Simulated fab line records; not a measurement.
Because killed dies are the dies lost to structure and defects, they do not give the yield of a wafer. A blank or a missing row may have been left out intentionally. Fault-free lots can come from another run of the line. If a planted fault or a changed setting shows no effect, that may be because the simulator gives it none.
Which tool was responsible? / flow nand-harc / 13 lots, 39 wafers sampled, at 1 step of a route of 1302

WHAT THE GAUGES SHOWED, per wafer
NHARC_A_CHANNEL_FILL_D2_THK_MEAS_06: measures by ellipsometry.
lot=L282; measured=day 15 05:38; on=film-metro-02; thk-nm (nm)=5.8 4.8 6.8
lot=L283; measured=day 15 19:01; on=film-metro-02; thk-nm (nm)=4.0 5.5 4.6
lot=L284; measured=day 16 03:53; on=film-metro-02; thk-nm (nm)=4.6 4.3 4.5
lot=L287; measured=day 18 06:44; on=film-metro-02; thk-nm (nm)=6.3 6.5 5.4
lot=L288; measured=day 18 06:44; on=film-metro-02; thk-nm (nm)=4.8 6.9 4.9
lot=L296; measured=day 21 08:53; on=film-metro-01; thk-nm (nm)=5.3 4.4 5.2
lot=L297; measured=day 21 20:00; on=film-metro-01; thk-nm (nm)=3.7 3.8 3.3
lot=L300; measured=day 22 15:28; on=film-metro-01; thk-nm (nm)=5.5 3.4 6.1
lot=L299; measured=day 22 18:09; on=film-metro-02; thk-nm (nm)=4.1 6.7 4.9
lot=L301; measured=day 23 07:43; on=film-metro-01; thk-nm (nm)=4.8 7.0 6.9
lot=L302; measured=day 24 12:31; on=film-metro-01; thk-nm (nm)=4.8 6.2 5.2
lot=L304; measured=day 24 12:31; on=film-metro-02; thk-nm (nm)=5.1 4.3 3.6
lot=L303; measured=day 24 16:48; on=film-metro-02; thk-nm (nm)=4.9 4.6 5.9

TOOL THAT RAN EACH LOT (tool first, then ch and the chambers of the sampled wafers, then the start)
There is no process step in the record ahead of these readings.

AS READ BY THE TOOLS THEMSELVES (means over the sampled wafers that have a number; for cases with no such wafer, the mark the record gives instead)
The record holds no such reading with a usual standard deviation.

THE ANSWER, worked out from the rows above alone
Rule: the lots themselves supply what counts as usual. The widest of any qualifying gaps counts: lots, ordered by their means at a reading, are off when they make up no more than a third of the lots, leave a main group of 4 or more, and stand apart from it by 3 or more times the standard deviation of that group's means. A main group whose means are all the same, to the digits that the tables above print for the reading, isn't used. Also off: a lot with no number at a reading for which 4 or more lots have one. Where the step has rows for the other lots, those lots are counted as sound. The gauges are gone through in route order, then the tools' own readings, and for those a lot's mean is taken as printed above. At the first step where some lot is off, the reading lying furthest off is the one used; lots without a number count as furthest.
Nothing can be told from this: no lot is off at any reading shown.

WHAT WAS PUT IN BY THE SIMULATOR
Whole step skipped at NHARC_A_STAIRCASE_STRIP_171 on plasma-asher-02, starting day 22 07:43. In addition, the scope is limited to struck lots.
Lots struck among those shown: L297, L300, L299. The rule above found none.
